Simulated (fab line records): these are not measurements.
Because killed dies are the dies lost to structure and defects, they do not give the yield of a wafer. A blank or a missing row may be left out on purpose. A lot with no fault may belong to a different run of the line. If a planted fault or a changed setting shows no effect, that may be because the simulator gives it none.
Chamber matching	flow n5Finfet	N5_BEOL_M8_STRIP_36 on rieDiel-04: 4 sister chambers
The step strips in N2/H2. 4 wafers are shown with their chamber, then 9 later ones without.

== EACH WAFER AND ITS CHAMBER ==
wafer	chamber	showerheadPlenumPTorr (Torr)
L080.5	0	2.48
L088.2	2	2.45
L088.3	1	2.48
L088.5	3	2.67

== WAFERS WHOSE CHAMBER IS MISSING ==
wafer	showerheadPlenumPTorr (Torr)
L090.1	2.48
L090.3	2.45
L090.6	2.67
L094.2	2.47
L094.3	2.66
L094.4	2.47
L097.1	2.47
L097.4	2.44
L097.5	2.47

== WHICH CHAMBER EACH WENT THROUGH ==
wafer	from the rows above	in truth
L090.1	can't be placed: 0 or 1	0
L090.3	2	2
L090.6	3	3
L094.2	can't be placed: 0 or 1 or 2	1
L094.3	3	3
L094.4	can't be placed: 0 or 1 or 2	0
L097.1	can't be placed: 0 or 1 or 2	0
L097.4	2	2
L097.5	can't be placed: 0 or 1 or 2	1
Correct placement for 4 of the 9. Not placeable from these rows: 5 (in 5, the candidates include the true chamber). Number placed wrongly: 0.
How it was worked out, from the rows above alone: a wafer's distance from a chamber is the root of the sum, over the readings, of the square of ((its reading less the chamber's mean) divided by the reading's scatter). If the next closest chamber is less than 2 further off than the closest, the wafer can't be placed; otherwise it belongs to the closest. Each chamber's mean is taken over the wafers shown for it. The scatter: root of mean squared gap, hidden wafer to nearest shown wafer, with one shown wafer a chamber.
